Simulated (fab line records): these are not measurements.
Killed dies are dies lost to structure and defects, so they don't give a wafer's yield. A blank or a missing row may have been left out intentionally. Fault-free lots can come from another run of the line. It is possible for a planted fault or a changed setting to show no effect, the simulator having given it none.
Which tool is to blame? -- flow n5Finfet -- 12 lots with 36 wafers sampled at 3 steps, on a route of 1938 steps

== WHAT EACH GAUGE READ, for each wafer ==
N5_DUMMY_GATE_THK_MEAS_05. Usual: thkNm 71.8 nm, standard deviation 1.
lot,measured,on,thkNm (nm),flag
L328,day 3 03:17,filmMetro-01,71.9 71.8 71.0,
L331,day 3 19:29,filmMetro-02,72.4 72.6 72.5,
L333,day 4 07:17,filmMetro-01,73.2 72.4 73.7,
L334,day 4 15:47,filmMetro-01,72.5 72.4 71.4,
L336,day 5 00:53,filmMetro-01,69.9 71.0 69.6,
L340,day 5 23:46,filmMetro-02,71.2 72.2 70.3,
L341,day 6 04:56,filmMetro-01,71.2 72.2 71.9,
L346,day 7 12:27,filmMetro-02,71.0 68.9 70.1,
L347,day 7 17:13,filmMetro-02,73.2 73.7 72.7,
L348,day 7 23:35,filmMetro-01,72.4 73.7 72.1,
L349,day 8 05:05,filmMetro-01,71.7 71.2 70.8,
L350,day 8 11:02,filmMetro-01,71.4 72.7 71.4,

N5_DUMMY_GATE_CD_MEAS_15: the cd target is 25.8 nm. Usual: cdNm 25.00 nm, standard deviation 0.24.
lot,measured,on,cdNm (nm),flag
L328,day 3 07:43,cdSem-03,25.05 25.22 25.31,
L331,day 3 23:47,cdSem-03,25.12 24.63 24.85,
L333,day 4 11:35,cdSem-01,25.00 24.86 24.68,
L334,day 4 20:11,cdSem-02,24.57 25.05 25.20,
L336,day 5 05:19,cdSem-03,25.05 24.91 24.87,
L340,day 6 06:04,cdSem-02,25.30 24.89 24.87,
L341,day 6 09:13,cdSem-02,25.00 24.87 24.65,
L346,day 7 18:42,cdSem-03,25.34 25.37 24.81,
L347,day 7 23:37,cdSem-01,24.85 25.02 25.12,
L348,day 8 04:01,cdSem-01,25.36 25.02 24.95,
L349,day 8 09:33,cdSem-03,24.81 24.59 24.79,
L350,day 8 15:28,cdSem-02,24.76 25.32 25.03,

== WHICH TOOL RAN EACH LOT (tool, then ch and the chambers of the sampled wafers, then the start) ==
lot,N5_DUMMY_GATE_COAT_09
L328,"lithoTrack-05 ch 0, day 3 07:19"
L331,"lithoTrack-02 ch 0, day 3 23:32"
L333,"lithoTrack-03 ch 0, day 4 11:20"
L334,"lithoTrack-05 ch 0, day 4 19:49"
L336,"lithoTrack-05 ch 0, day 5 04:56"
L340,"lithoTrack-05 ch 0, day 6 05:49"
L341,"lithoTrack-05 ch 0, day 6 08:58"
L346,"lithoTrack-03 ch 0, day 7 18:26"
L347,"lithoTrack-03 ch 0, day 7 23:13"
L348,"lithoTrack-02 ch 0, day 8 03:38"
L349,"lithoTrack-02 ch 0, day 8 09:08"
L350,"lithoTrack-02 ch 0, day 8 15:05"
- N5_DUMMY_GATE_COAT_09: resist thk 30 nm.

== WHAT THE TOOLS THEMSELVES READ (means of the sampled wafers that have a number; where no wafer has one, the mark that the record gives instead) ==
N5_DUMMY_GATE_COAT_09. Usual: resistLineTempC 23.00 C, standard deviation 0.093; spinSpeedRpm 1500.0 rpm, standard deviation 1.1.
lot,tool,resistLineTempC (C),spinSpeedRpm (rpm),flag
L328,lithoTrack-05,22.98,1499.9,
L331,lithoTrack-02,23.08,1500.9,
L333,lithoTrack-03,23.03,1500.1,
L334,lithoTrack-05,23.08,1499.9,
L336,lithoTrack-05,22.90,1499.7,
L340,lithoTrack-05,23.01,1584.7,OFF
L341,lithoTrack-05,22.99,1585.9,OFF
L346,lithoTrack-03,22.99,1498.7,
L347,lithoTrack-03,22.95,1500.2,
L348,lithoTrack-02,22.81,1500.1,
L349,lithoTrack-02,23.11,1500.1,
L350,lithoTrack-02,22.99,1499.3,

== THE ANSWER, worked out from the rows above alone ==
Rule: a lot counts as off when the mean over its wafers that have a number is more than 3 standard deviations away from the usual mean. Also off: a lot with no number at a reading for which 4 or more lots have one. Any other lot the step has rows for is counted as sound. First the gauges in route order, then the tools' own readings, where a lot's mean is used as printed above. At the first step where some lot is off, the reading lying furthest off is the one used; lots without a number count as furthest.
Off: L340, L341 (N5_DUMMY_GATE_COAT_09, spinSpeedRpm).
A tool fits if, at that step or a process step before it, it ran every lot that is off, and no sound lot after the first of them. One fits: N5_DUMMY_GATE_COAT_09 on lithoTrack-05. Its last sound lot is L336 (day 5 04:56), its first lot that is off L340 (day 6 05:49): a fault that began between those two fits.
On the lots that are off, the tool's own readings at N5_DUMMY_GATE_COAT_09 differ by more than 5 times the standard deviation of the sound lots' means, which bears it out; spinSpeedRpm reads 1585.3 rpm there versus 1499.9 rpm on the sound lots.

== WHAT HAD BEEN PUT IN BY THE SIMULATOR ==
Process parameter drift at N5_DUMMY_GATE_COAT_09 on lithoTrack-05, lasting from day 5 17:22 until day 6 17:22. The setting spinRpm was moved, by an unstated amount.
Shown lots that were struck: L340, L341. The rule above found the same.
